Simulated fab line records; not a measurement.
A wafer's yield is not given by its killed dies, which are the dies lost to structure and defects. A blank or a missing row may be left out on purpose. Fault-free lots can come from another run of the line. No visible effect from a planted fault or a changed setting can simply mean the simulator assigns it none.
Which tool is to blame? || flow nand harc || 13 lots with 37 wafers sampled at 5 steps, on a route of 1159 steps

## WHAT THE GAUGES READ, wafer by wafer
NHARC_A_BLC_OVL_MEAS_11.
{"lot": "L868", "measured": "day 17 06:53", "on": "overlay-01", "overlay x nm (nm)": "1.6 1.4 1.0", "overlay y nm (nm)": "-0.5 -0.7 -0.3"}
{"lot": "L869", "measured": "day 17 17:54", "on": "overlay-02", "overlay x nm (nm)": "-0.9 -0.7 -0.4", "overlay y nm (nm)": "-0.2 -0.2 -0.9"}
{"lot": "L870", "measured": "day 17 19:23", "on": "overlay-01", "overlay x nm (nm)": "-0.7 -0.6 -0.2", "overlay y nm (nm)": "0.5 0.2 0.9"}
{"lot": "L874", "measured": "day 18 11:39", "on": "overlay-02", "overlay x nm (nm)": "1.2 1.0 1.3", "overlay y nm (nm)": "-0.5 -0.2 -0.2"}
{"lot": "L873", "measured": "day 18 12:49", "on": "overlay-02", "overlay x nm (nm)": "0.3 0.5 0.3", "overlay y nm (nm)": "0.9 0.9 0.5"}
{"lot": "L875", "measured": "day 19 00:14", "on": "overlay-02", "overlay x nm (nm)": "-1.5 -1.1 -1.7", "overlay y nm (nm)": "2.3 1.9 1.7"}
{"lot": "L876", "measured": "day 19 12:56", "on": "overlay-02", "overlay x nm (nm)": "-1.7 -1.5 -1.4", "overlay y nm (nm)": "0.6 1.4 1.1"}
{"lot": "L877", "measured": "day 19 13:38", "on": "overlay-01", "overlay x nm (nm)": "0.6 0.1 0.5", "overlay y nm (nm)": "1.0 1.2 0.7"}
{"lot": "L879", "measured": "day 20 08:32", "on": "overlay-01", "overlay x nm (nm)": "0.8 0.7 -0.1", "overlay y nm (nm)": "-0.2 -0.4 -0.4"}
{"lot": "L886", "measured": "day 21 12:31", "on": "overlay-01", "overlay x nm (nm)": "-0.5 0.0", "overlay y nm (nm)": "-0.1 -0.4"}
{"lot": "L885", "measured": "day 22 03:28", "on": "overlay-01", "overlay x nm (nm)": "1.0 0.9", "overlay y nm (nm)": "-0.1 0.1"}
{"lot": "L889", "measured": "day 22 20:41", "on": "overlay-02", "overlay x nm (nm)": "-0.3 -0.4 -0.9", "overlay y nm (nm)": "-0.2 -0.2 -0.7"}
{"lot": "L891", "measured": "day 23 03:29", "on": "overlay-02", "overlay x nm (nm)": "0.8 0.4 0.3", "overlay y nm (nm)": "0.6 0.3 0.9"}

NHARC_END_SORT_01.
{"lot": "L886", "measured": "day 23 13:57", "on": "prober-02", "killed at array": "34 57", "killed at other": "0 0", "killed at periphery": "4 1", "killed dies": "38 58", "killed open": "5 5", "killed short": "0 1"}
{"lot": "L885", "measured": "day 24 05:56", "on": "prober-01", "killed at array": "32 43", "killed at other": "1 1", "killed at periphery": "4 2", "killed dies": "37 46", "killed open": "2 6", "killed short": "5 0"}

## EACH LOT AND THE TOOL THAT RAN IT (in order: tool; ch and the chambers of the sampled wafers; start)
{"lot": "L868", "NHARC_A_BLC_ETCH_16": "rie diel-10 ch 0,2,3, day 17 07:05", "NHARC_A_BLC_ETCH_17": "rie diel-10 ch 0,1,2, day 17 08:34 or earlier", "NHARC_A_BLC_DEGAS_30": "pvd sputter-02, day 17 08:34"}
{"lot": "L869", "NHARC_A_BLC_ETCH_16": "rie diel-04 ch 1,2,3, day 17 18:05", "NHARC_A_BLC_ETCH_17": "rie diel-04 ch 1,2, day 17 19:35 or earlier", "NHARC_A_BLC_DEGAS_30": "pvd sputter-01, day 17 19:35"}
{"lot": "L870", "NHARC_A_BLC_ETCH_16": "rie diel-10 ch 0,1,2, day 17 19:34", "NHARC_A_BLC_ETCH_17": "rie diel-10 ch 0,1,3, day 17 21:04 or earlier", "NHARC_A_BLC_DEGAS_30": "pvd sputter-02, day 17 21:04"}
{"lot": "L874", "NHARC_A_BLC_ETCH_16": "rie diel-04 ch 0,1,3, day 18 11:50", "NHARC_A_BLC_ETCH_17": "rie diel-04 ch 0,1,3, day 18 13:41 or earlier", "NHARC_A_BLC_DEGAS_30": "pvd sputter-02, day 18 13:41"}
{"lot": "L873", "NHARC_A_BLC_ETCH_16": "rie diel-10 ch 1,2, day 18 13:06", "NHARC_A_BLC_ETCH_17": "rie diel-10 ch 1,2, day 18 14:37 or earlier", "NHARC_A_BLC_DEGAS_30": "pvd sputter-02, day 18 14:37"}
{"lot": "L875", "NHARC_A_BLC_ETCH_16": "rie diel-10 ch 0,1,2, day 19 00:26", "NHARC_A_BLC_ETCH_17": "rie diel-10 ch 1,2, day 19 01:56 or earlier", "NHARC_A_BLC_DEGAS_30": "pvd sputter-02, day 19 01:56"}
{"lot": "L876", "NHARC_A_BLC_ETCH_16": "rie diel-10 ch 0,2,3, day 19 13:10", "NHARC_A_BLC_ETCH_17": "rie diel-10 ch 0,2, day 19 14:42 or earlier", "NHARC_A_BLC_DEGAS_30": "pvd sputter-01, day 19 14:42"}
{"lot": "L877", "NHARC_A_BLC_ETCH_16": "rie diel-04 ch 0,1,3, day 19 13:52", "NHARC_A_BLC_ETCH_17": "rie diel-04 ch 2,3, day 19 15:26 or earlier", "NHARC_A_BLC_DEGAS_30": "pvd sputter-02, day 19 15:26"}
{"lot": "L879", "NHARC_A_BLC_ETCH_16": "rie diel-10 ch 1,2,3, day 20 08:43", "NHARC_A_BLC_ETCH_17": "rie diel-10 ch 1,2, day 20 10:13 or earlier", "NHARC_A_BLC_DEGAS_30": "pvd sputter-02, day 20 10:13"}
{"lot": "L886", "NHARC_A_BLC_ETCH_16": "rie diel-10 ch 0,3, day 21 12:43", "NHARC_A_BLC_ETCH_17": "rie diel-10 ch 2,3, day 21 14:14 or earlier", "NHARC_A_BLC_DEGAS_30": "pvd sputter-03, day 21 14:14"}
{"lot": "L885", "NHARC_A_BLC_ETCH_16": "rie diel-10 ch 2,3, day 22 03:40", "NHARC_A_BLC_ETCH_17": "rie diel-10 ch 1,3, day 22 05:09 or earlier", "NHARC_A_BLC_DEGAS_30": "pvd sputter-03, day 22 05:09"}
{"lot": "L889", "NHARC_A_BLC_ETCH_16": "rie diel-04 ch 0,1,3, day 22 20:53", "NHARC_A_BLC_ETCH_17": "rie diel-04 ch 0,3, day 22 22:37 or earlier", "NHARC_A_BLC_DEGAS_30": "pvd sputter-03, day 22 22:37"}
{"lot": "L891", "NHARC_A_BLC_ETCH_16": "rie diel-04 ch 1,2,3, day 23 03:40", "NHARC_A_BLC_ETCH_17": "rie diel-04 ch 0,2,3, day 23 05:10 or earlier", "NHARC_A_BLC_DEGAS_30": "pvd sputter-01, day 23 05:10"}
- NHARC_A_BLC_ETCH_16: etches the open film in CF4, target depth 39 nm, time 65 s.
- NHARC_A_BLC_ETCH_17: etches the open film in N2/H2, target depth 390 nm, time 609.38 s.
- NHARC_A_BLC_DEGAS_30: time 60 s.

## AS READ BY THE TOOLS THEMSELVES (means over the sampled wafers that have a number; for cases with no such wafer, the mark the record gives instead)
NHARC_A_BLC_ETCH_16.
{"lot": "L868", "tool": "rie diel-10", "drypump motor current A (A)": 5.8, "oes product au (a.u.)": 0.994, "rf vpp V (V)": 150.9, "showerhead plenum p Torr (Torr)": 1.73, "throttle valve pct (%)": 13.278}
{"lot": "L869", "tool": "rie diel-04", "drypump motor current A (A)": 5.9, "oes product au (a.u.)": 1.012, "rf vpp V (V)": 152.2, "showerhead plenum p Torr (Torr)": 1.85, "throttle valve pct (%)": 13.287}
{"lot": "L870", "tool": "rie diel-10", "drypump motor current A (A)": 5.8, "oes product au (a.u.)": 0.995, "rf vpp V (V)": 150.5, "showerhead plenum p Torr (Torr)": 1.75, "throttle valve pct (%)": 13.279}
{"lot": "L874", "tool": "rie diel-04", "drypump motor current A (A)": 5.6, "oes product au (a.u.)": 1.005, "rf vpp V (V)": 152.2, "showerhead plenum p Torr (Torr)": 1.83, "throttle valve pct (%)": 13.285}
{"lot": "L873", "tool": "rie diel-10", "drypump motor current A (A)": 5.7, "oes product au (a.u.)": 0.987, "rf vpp V (V)": 150.9, "showerhead plenum p Torr (Torr)": 1.76, "throttle valve pct (%)": 13.284}
{"lot": "L875", "tool": "rie diel-10", "drypump motor current A (A)": 5.8, "oes product au (a.u.)": 0.995, "rf vpp V (V)": 150.8, "showerhead plenum p Torr (Torr)": 1.74, "throttle valve pct (%)": 13.279}
{"lot": "L876", "tool": "rie diel-10", "drypump motor current A (A)": 5.8, "oes product au (a.u.)": 0.993, "rf vpp V (V)": 151.4, "showerhead plenum p Torr (Torr)": 1.73, "throttle valve pct (%)": 13.277}
{"lot": "L877", "tool": "rie diel-04", "drypump motor current A (A)": 5.7, "oes product au (a.u.)": 1.006, "rf vpp V (V)": 151.1, "showerhead plenum p Torr (Torr)": 1.83, "throttle valve pct (%)": 13.293}
{"lot": "L879", "tool": "rie diel-10", "drypump motor current A (A)": 5.9, "oes product au (a.u.)": 0.998, "rf vpp V (V)": 150.2, "showerhead plenum p Torr (Torr)": 1.74, "throttle valve pct (%)": 13.279}
{"lot": "L886", "tool": "rie diel-10", "drypump motor current A (A)": 5.9, "oes product au (a.u.)": 0.920, "rf vpp V (V)": 151.4, "showerhead plenum p Torr (Torr)": 1.70, "throttle valve pct (%)": 13.284}
{"lot": "L885", "tool": "rie diel-10", "drypump motor current A (A)": 5.8, "oes product au (a.u.)": 0.922, "rf vpp V (V)": 150.1, "showerhead plenum p Torr (Torr)": 1.73, "throttle valve pct (%)": 13.278}
{"lot": "L889", "tool": "rie diel-04", "drypump motor current A (A)": 5.6, "oes product au (a.u.)": 1.007, "rf vpp V (V)": 151.5, "showerhead plenum p Torr (Torr)": 1.83, "throttle valve pct (%)": 13.290}
{"lot": "L891", "tool": "rie diel-04", "drypump motor current A (A)": 5.9, "oes product au (a.u.)": 1.004, "rf vpp V (V)": 152.0, "showerhead plenum p Torr (Torr)": 1.85, "throttle valve pct (%)": 13.280}

NHARC_A_BLC_ETCH_17.
{"lot": "L868", "tool": "rie diel-10", "drypump motor current A (A)": 5.8, "oes product au (a.u.)": 0.998, "rf vpp V (V)": 429.0, "showerhead plenum p Torr (Torr)": 2.01, "throttle valve pct (%)": 14.174}
{"lot": "L869", "tool": "rie diel-04", "drypump motor current A (A)": 5.8, "oes product au (a.u.)": 1.017, "rf vpp V (V)": 433.2, "showerhead plenum p Torr (Torr)": 2.15, "throttle valve pct (%)": 14.173}
{"lot": "L870", "tool": "rie diel-10", "drypump motor current A (A)": 6.0, "oes product au (a.u.)": 0.992, "rf vpp V (V)": 429.6, "showerhead plenum p Torr (Torr)": 1.98, "throttle valve pct (%)": 14.169}
{"lot": "L874", "tool": "rie diel-04", "drypump motor current A (A)": 5.7, "oes product au (a.u.)": 1.019, "rf vpp V (V)": 432.3, "showerhead plenum p Torr (Torr)": 2.12, "throttle valve pct (%)": 14.171}
{"lot": "L873", "tool": "rie diel-10", "drypump motor current A (A)": 5.7, "oes product au (a.u.)": 0.997, "rf vpp V (V)": 431.1, "showerhead plenum p Torr (Torr)": 2.03, "throttle valve pct (%)": 14.174}
{"lot": "L875", "tool": "rie diel-10", "drypump motor current A (A)": 5.9, "oes product au (a.u.)": 0.993, "rf vpp V (V)": 430.9, "showerhead plenum p Torr (Torr)": 2.03, "throttle valve pct (%)": 14.177}
{"lot": "L876", "tool": "rie diel-10", "drypump motor current A (A)": 5.6, "oes product au (a.u.)": 1.000, "rf vpp V (V)": 430.1, "showerhead plenum p Torr (Torr)": 2.02, "throttle valve pct (%)": 14.176}
{"lot": "L877", "tool": "rie diel-04", "drypump motor current A (A)": 6.0, "oes product au (a.u.)": 0.998, "rf vpp V (V)": 432.9, "showerhead plenum p Torr (Torr)": 2.14, "throttle valve pct (%)": 14.170}
{"lot": "L879", "tool": "rie diel-10", "drypump motor current A (A)": 5.9, "oes product au (a.u.)": 0.996, "rf vpp V (V)": 430.6, "showerhead plenum p Torr (Torr)": 2.03, "throttle valve pct (%)": 14.169}
{"lot": "L886", "tool": "rie diel-10", "drypump motor current A (A)": 5.8, "oes product au (a.u.)": 0.982, "rf vpp V (V)": 428.9, "showerhead plenum p Torr (Torr)": 1.99, "throttle valve pct (%)": 14.167}
{"lot": "L885", "tool": "rie diel-10", "drypump motor current A (A)": 6.0, "oes product au (a.u.)": 0.996, "rf vpp V (V)": 428.4, "showerhead plenum p Torr (Torr)": 1.97, "throttle valve pct (%)": 14.167}
{"lot": "L889", "tool": "rie diel-04", "drypump motor current A (A)": 5.7, "oes product au (a.u.)": 1.005, "rf vpp V (V)": 433.5, "showerhead plenum p Torr (Torr)": 2.11, "throttle valve pct (%)": 14.174}
{"lot": "L891", "tool": "rie diel-04", "drypump motor current A (A)": 5.5, "oes product au (a.u.)": 0.999, "rf vpp V (V)": 432.1, "showerhead plenum p Torr (Torr)": 2.12, "throttle valve pct (%)": 14.174}

NHARC_A_BLC_DEGAS_30.
{"lot": "L868", "tool": "pvd sputter-02", "heater power w (W)": 506}
{"lot": "L869", "tool": "pvd sputter-01", "heater power w (W)": 463}
{"lot": "L870", "tool": "pvd sputter-02", "heater power w (W)": 464}
{"lot": "L874", "tool": "pvd sputter-02", "heater power w (W)": 473}
{"lot": "L873", "tool": "pvd sputter-02", "heater power w (W)": 453}
{"lot": "L875", "tool": "pvd sputter-02", "heater power w (W)": 454}
{"lot": "L876", "tool": "pvd sputter-01", "heater power w (W)": 455}
{"lot": "L877", "tool": "pvd sputter-02", "heater power w (W)": 496}
{"lot": "L879", "tool": "pvd sputter-02", "heater power w (W)": 464}
{"lot": "L886", "tool": "pvd sputter-03", "heater power w (W)": 493}
{"lot": "L885", "tool": "pvd sputter-03", "heater power w (W)": 498}
{"lot": "L889", "tool": "pvd sputter-03", "heater power w (W)": 498}
{"lot": "L891", "tool": "pvd sputter-01", "heater power w (W)": 450}

## THE ANSWER, worked out from the rows above alone
Rule: the usual values come from the lots themselves. The widest of any qualifying gaps counts: lots, ordered by their means at a reading, are off when they make up no more than a third of the lots, leave a main group of 4 or more, and stand apart from it by 3 or more times the standard deviation of that group's means. A main group whose means are all the same, to the digits that the tables above print for the reading, isn't used. A lot without any number at a reading at which 4 lots or more have one is off too. All remaining lots with rows at the step are treated as sound. After the gauges, taken in route order, come the tools' own readings; for these a lot's mean is taken, as printed above. The first step at which some lot is off is used, and at that step the reading that is off furthest; a lot without a number counts as furthest.
Off at NHARC_A_BLC_ETCH_16 (oes product au): L886, L885. Mean 1.000 a.u. and standard deviation 0.0072 in the main group.
A tool fits if, at that step or a process step before it, it ran every lot that is off, and no sound lot after the first of them. One fits: rie diel-10 at NHARC_A_BLC_ETCH_16. Its last sound lot is L879 (day 20 08:43), its first lot that is off L886 (day 21 12:43): a fault that began between those two fits.
The tool's own readings at NHARC_A_BLC_ETCH_16 bear it out: on the lots that are off they differ by more than 5 times the standard deviation of the sound lots' means. oes product au reads 0.921 a.u. there against 1.000 a.u. on the sound lots.

## WHAT WAS PUT IN BY THE SIMULATOR
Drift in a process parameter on rie diel-10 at NHARC_A_BLC_ETCH_16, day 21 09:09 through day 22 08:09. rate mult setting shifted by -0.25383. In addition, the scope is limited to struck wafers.
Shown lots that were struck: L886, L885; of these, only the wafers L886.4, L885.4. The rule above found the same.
